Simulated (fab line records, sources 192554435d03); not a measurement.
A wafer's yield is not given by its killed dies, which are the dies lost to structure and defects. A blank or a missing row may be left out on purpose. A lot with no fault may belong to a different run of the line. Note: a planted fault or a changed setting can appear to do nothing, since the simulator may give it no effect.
Which tool was responsible? | flow n5 finfet | 72 wafers from 24 lots sampled at 4 of the route's 1938 steps

## WHAT EACH GAUGE READ, for each wafer
N5_BEOL_M15_OVL_MEAS_11. Usual: V14_OVL -1 nm, standard deviation 5.3.
lot  | measured     | on         | V14_OVL (nm) | flag
L074 | day 12 14:57 | overlay-01 | -2 -4 -12    |
L075 | day 13 10:58 | overlay-02 | 8 4 4        |
L078 | day 13 17:06 | overlay-02 | 1 0 4        |
L076 | day 14 03:19 | overlay-01 | -7 -1 -5     |
L077 | day 14 04:34 | overlay-01 | 1 5 9        |
L079 | day 14 14:29 | overlay-01 | 5 2 1        |
L083 | day 14 16:08 | overlay-01 | 3 -12 -1     |
L082 | day 14 19:13 | overlay-01 | -10 -2 1     |
L080 | day 15 04:22 | overlay-01 | 7 5 -6       |
L084 | day 15 17:47 | overlay-01 | 3 1 -3       |
L081 | day 15 21:41 | overlay-01 | -7 0 -8      |
L085 | day 16 01:12 | overlay-01 | 8 10 6       |
L088 | day 16 10:44 | overlay-02 | 6 5 10       |
L087 | day 16 14:44 | overlay-02 | 3 -7 -3      |
L089 | day 16 19:25 | overlay-02 | -2 -3 -2     |
L086 | day 17 02:48 | overlay-01 | -3 -2 -1     |
L091 | day 17 03:03 | overlay-02 | -7 1 -5      |
L093 | day 18 00:44 | overlay-02 | -2 -3 -2     |
L092 | day 18 08:58 | overlay-02 | 0 4 3        |
L094 | day 18 20:33 | overlay-01 | 4 -5 -3      |
L090 | day 19 17:22 | overlay-01 | 0 -7 4       |
L096 | day 20 00:23 | overlay-02 | 0 -11 3      |
L097 | day 19 23:41 | overlay-02 | -5 -3 -11    |
L095 | day 20 10:58 | overlay-02 | 4 8 -2       |

N5_BEOL_M15_INSPECT_12: inspects for defects (macro). Usual: raw defect count at 2.2, with a standard deviation of 1.4.
lot  | measured     | on                | raw defect count | flag
L074 | day 12 14:58 | defect inspect-01 | 1 2 3            |
L075 | day 13 10:59 | defect inspect-01 | 4 1 3            |
L078 | day 13 17:08 | defect inspect-01 | 1 3 0            |
L076 | day 14 03:20 | defect inspect-02 | 2 3 0            |
L077 | day 14 04:35 | defect inspect-01 | 3 1 6            |
L079 | day 14 14:31 | defect inspect-02 | 2 3 1            |
L083 | day 14 16:09 | defect inspect-02 | 3 3 5            |
L082 | day 14 19:14 | defect inspect-01 | 2 2 4            |
L080 | day 15 04:24 | defect inspect-02 | 3 1 4            |
L084 | day 15 17:49 | defect inspect-02 | 5 3 1            |
L081 | day 15 21:43 | defect inspect-01 | 3 1 5            |
L085 | day 16 01:14 | defect inspect-02 | 1 1 0            |
L088 | day 16 10:46 | defect inspect-01 | 2 5 2            |
L087 | day 16 14:45 | defect inspect-02 | 4 2 1            |
L089 | day 16 19:26 | defect inspect-01 | 0 0 2            |
L086 | day 17 02:49 | defect inspect-01 | 3 1 2            |
L091 | day 17 03:04 | defect inspect-02 | 4 3 3            |
L093 | day 18 00:46 | defect inspect-02 | 0 0 3            |
L092 | day 18 08:59 | defect inspect-01 | 2 2 1            |
L094 | day 18 20:34 | defect inspect-01 | 2 3 3            |
L090 | day 19 17:23 | defect inspect-02 | 2 2 4            |
L096 | day 20 00:25 | defect inspect-01 | 4 2 0            |
L097 | day 19 23:42 | defect inspect-02 | 4 1 3            |
L095 | day 20 10:59 | defect inspect-01 | 2 1 3            |

## TOOL THAT RAN EACH LOT (tool first, then ch and the chambers of the sampled wafers, then the start)
lot  | N5_BEOL_M14_VIA_ETCH_16            | N5_BEOL_M14_ETCH_38
L074 | rie diel-05 ch 0,1,3, day 12 11:03 | rie diel-04 ch 2,3, day 12 14:57 or earlier
L075 | rie diel-05 ch 0,3, day 13 03:17   | rie diel-05 ch 0,2,3, day 13 10:58 or earlier
L078 | rie diel-04 ch 0,3, day 13 10:37   | rie diel-04 ch 0,1,2, day 13 17:06 or earlier
L076 | rie diel-01 ch 0,1,3, day 13 18:08 | rie diel-01 ch 0,1,3, day 14 03:19 or earlier
L077 | rie diel-04 ch 1,2, day 13 20:10   | rie diel-04 ch 1,2, day 14 04:34 or earlier
L079 | rie diel-05 ch 1,2,3, day 14 09:17 | rie diel-04 ch 0,1,2, day 14 14:29 or earlier
L083 | rie diel-04 ch 0,3, day 14 10:54   | rie diel-05 ch 0,1, day 14 16:08 or earlier
L082 | rie diel-04 ch 0,1,3, day 14 13:37 | rie diel-05 ch 1,2,3, day 14 19:13 or earlier
L080 | rie diel-04 ch 0,2,3, day 14 22:42 | rie diel-05 ch 1,2,3, day 15 04:22 or earlier
L084 | rie diel-05 ch 0,3, day 15 12:11   | rie diel-05 ch 1,3, day 15 17:47 or earlier
L081 | rie diel-01 ch 0,2,3, day 15 14:50 | rie diel-04 ch 2,3, day 15 21:41 or earlier
L085 | rie diel-05 ch 1,2, day 15 18:08   | rie diel-05 ch 1,3, day 16 01:12 or earlier
L088 | rie diel-05 ch 2,3, day 16 05:27   | rie diel-01 ch 0,2,3, day 16 10:44 or earlier
L087 | rie diel-01 ch 0,1,3, day 16 10:22 | rie diel-01 ch 0,1,3, day 16 14:44 or earlier
L089 | rie diel-05 ch 0,2, day 16 15:28   | rie diel-05 ch 2,3, day 16 19:25 or earlier
L086 | rie diel-01 ch 2,3, day 16 19:45   | rie diel-04 ch 0,2,3, day 17 02:48 or earlier
L091 | rie diel-05 ch 0,2,3, day 16 20:24 | rie diel-01 ch 0,1,2, day 17 03:03 or earlier
L093 | rie diel-05 ch 0,2, day 17 20:08   | rie diel-04 ch 0,2,3, day 18 00:44 or earlier
L092 | rie diel-04 ch 0,2,3, day 18 00:59 | rie diel-01 ch 0,2,3, day 18 08:58 or earlier
L094 | rie diel-05 ch 0,2,3, day 18 14:46 | rie diel-05 ch 1,2,3, day 18 20:33 or earlier
L090 | rie diel-01 ch 2,3, day 18 20:53   | rie diel-05 ch 0,1, day 19 17:22 or earlier
L096 | rie diel-01 ch 0,2,3, day 19 18:11 | rie diel-05 ch 0,1,2, day 20 00:23 or earlier
L097 | rie diel-04 ch 0,1,2, day 19 18:41 | rie diel-04 ch 0,1,3, day 19 23:41 or earlier
L095 | rie diel-04 ch 0,1,2, day 20 02:55 | rie diel-04 ch 1,2,3, day 20 10:58 or earlier
- N5_BEOL_M14_VIA_ETCH_16: etches SiO2 in C4F8/O2/Ar, target depth 1231.3 nm.
- N5_BEOL_M14_ETCH_38: etches SiCN in CF4/N2, target depth 106.5 nm, time 120.6 s.

## WHAT THE TOOLS THEMSELVES READ (means of the sampled wafers that have a number; where no wafer has one, the mark that the record gives instead)
N5_BEOL_M14_VIA_ETCH_16. Usual: drypump motor current A 5.6 A, standard deviation 0.39; oes product au 0.73 a.u., standard deviation 0.09; rf vpp V 2232 V, standard deviation 45; showerhead plenum p Torr 3.46 Torr, standard deviation 0.15; throttle valve pct 30.9 %, standard deviation 0.31.
lot  | tool        | drypump motor current A (A) | oes product au (a.u.) | rf vpp V (V) | showerhead plenum p Torr (Torr) | throttle valve pct (%) | flag
L074 | rie diel-05 | 5.6                         | 0.75                  | 2225         | 3.46                            | 30.9                   |
L075 | rie diel-05 | 5.4                         | 0.80                  | 2225         | 3.54                            | 30.7                   |
L078 | rie diel-04 | 5.7                         | 0.67                  | 2263         | 3.37                            | 30.5                   |
L076 | rie diel-01 | 5.7                         | 0.72                  | 2255         | 3.47                            | 30.9                   |
L077 | rie diel-04 | 5.8                         | 0.71                  | 2216         | 3.44                            | 31.3                   |
L079 | rie diel-05 | 5.7                         | 0.78                  | 2234         | 3.54                            | 31.0                   |
L083 | rie diel-04 | 5.7                         | 0.67                  | 2262         | 3.37                            | 30.5                   |
L082 | rie diel-04 | 5.8                         | 0.66                  | 2220         | 3.32                            | 30.8                   |
L080 | rie diel-04 | 5.7                         | 0.70                  | 2232         | 3.40                            | 30.8                   |
L084 | rie diel-05 | 5.4                         | 0.77                  | 2225         | 3.53                            | 30.7                   |
L081 | rie diel-01 | 5.5                         | 0.78                  | 2208         | 3.39                            | 30.9                   |
L085 | rie diel-05 | 5.9                         | 0.71                  | 2233         | 3.45                            | 31.2                   |
L088 | rie diel-05 | 5.4                         | 0.81                  | 2232         | 3.62                            | 30.8                   |
L087 | rie diel-01 | 5.7                         | 0.70                  | 2255         | 3.46                            | 30.9                   |
L089 | rie diel-05 | 5.2                         | 0.84                  | 2251         | 3.61                            | 30.8                   |
L086 | rie diel-01 | 5.1                         | 0.72                  | 2226         | 3.31                            | 31.0                   |
L091 | rie diel-05 | 5.3                         | 0.81                  | 2242         | 3.61                            | 30.8                   |
L093 | rie diel-05 | 5.2                         | 0.82                  | 2250         | 3.60                            | 30.8                   |
L092 | rie diel-04 | 5.7                         | 0.68                  | 2230         | 3.39                            | 30.8                   |
L094 | rie diel-05 | 5.3                         | 0.79                  | 2240         | 3.61                            | 30.8                   |
L090 | rie diel-01 | 5.1                         | 0.76                  | 2208         | 3.34                            | 30.9                   |
L096 | rie diel-01 | 5.4                         | 0.73                  | 2206         | 3.38                            | 30.9                   |
L097 | rie diel-04 | 5.9                         | 0.74                  | 2256         | 3.52                            | 31.0                   |
L095 | rie diel-04 | 5.8                         | 0.73                  | 2256         | 3.52                            | 31.0                   |

N5_BEOL_M14_ETCH_38. Usual: drypump motor current A 5.6 A, standard deviation 0.37; oes product au 0.81 a.u., standard deviation 0.092; rf vpp V 382.4 V, standard deviation 2.3; showerhead plenum p Torr 2.21 Torr, standard deviation 0.088; throttle valve pct 15.40 %, standard deviation 0.29.
lot  | tool        | drypump motor current A (A) | oes product au (a.u.) | rf vpp V (V) | showerhead plenum p Torr (Torr) | throttle valve pct (%) | flag
L074 | rie diel-04 | 5.6                         | 0.82                  | 382.7        | 2.20                            | 15.62                  |
L075 | rie diel-05 | 5.3                         | 0.87                  | 382.6        | 2.23                            | 15.16                  |
L078 | rie diel-04 | 5.8                         | 0.76                  | 381.2        | 2.18                            | 15.56                  |
L076 | rie diel-01 | 5.7                         | 0.80                  | 382.4        | 2.22                            | 15.40                  |
L077 | rie diel-04 | 5.8                         | 0.79                  | 382.6        | 2.20                            | 15.76                  |
L079 | rie diel-04 | 5.8                         | 0.75                  | 380.3        | 2.18                            | 15.57                  |
L083 | rie diel-05 | 5.8                         | 0.73                  | 380.8        | 2.15                            | 15.62                  |
L082 | rie diel-05 | 5.6                         | 0.87                  | 383.2        | 2.26                            | 15.30                  |
L080 | rie diel-05 | 5.6                         | 0.85                  | 383.9        | 2.26                            | 15.30                  |
L084 | rie diel-05 | 5.9                         | 0.79                  | 383.0        | 2.23                            | 15.49                  |
L081 | rie diel-04 | 5.6                         | 0.79                  | 382.5        | 2.19                            | 15.68                  |
L085 | rie diel-05 | 5.7                         | 0.86                  | 384.4        | 2.28                            | 15.24                  |
L088 | rie diel-01 | 5.5                         | 0.87                  | 381.4        | 2.17                            | 15.36                  |
L087 | rie diel-01 | 5.7                         | 0.77                  | 381.6        | 2.21                            | 15.44                  |
L089 | rie diel-05 | 5.4                         | 0.88                  | 385.0        | 2.31                            | 15.09                  |
L086 | rie diel-04 | 5.6                         | 0.76                  | 381.2        | 2.17                            | 15.51                  |
L091 | rie diel-01 | 5.7                         | 0.86                  | 383.2        | 2.24                            | 15.29                  |
L093 | rie diel-04 | 5.6                         | 0.75                  | 381.0        | 2.17                            | 15.52                  |
L092 | rie diel-01 | 5.4                         | 0.83                  | 381.2        | 2.16                            | 15.38                  |
L094 | rie diel-05 | 5.6                         | 0.81                  | 383.5        | 2.25                            | 15.36                  |
L090 | rie diel-05 | 5.5                         | 0.85                  | 383.9        | 2.28                            | 15.25                  |
L096 | rie diel-05 | 5.5                         | 0.81                  | 382.3        | 2.25                            | 15.36                  |
L097 | rie diel-04 | 5.8                         | 0.79                  | 382.2        | 2.21                            | 15.44                  |
L095 | rie diel-04 | 5.7                         | 0.81                  | 382.3        | 2.22                            | 15.64                  |

## THE ANSWER, worked out from the rows above alone
Rule: a lot is off if the mean of its wafers that have a number lies more than 3 standard deviations from the usual mean. Also off: a lot with no number at a reading for which 4 or more lots have one. Where the step has rows for the other lots, those lots are counted as sound. The gauges are gone through in route order, then the tools' own readings, and for those a lot's mean is taken as printed above. The first step at which some lot is off is used, and at that step the reading that is off furthest; a lot without a number counts as furthest.
Nothing can be told from this: no lot is off at any reading shown.

## WHAT WAS PUT IN BY THE SIMULATOR
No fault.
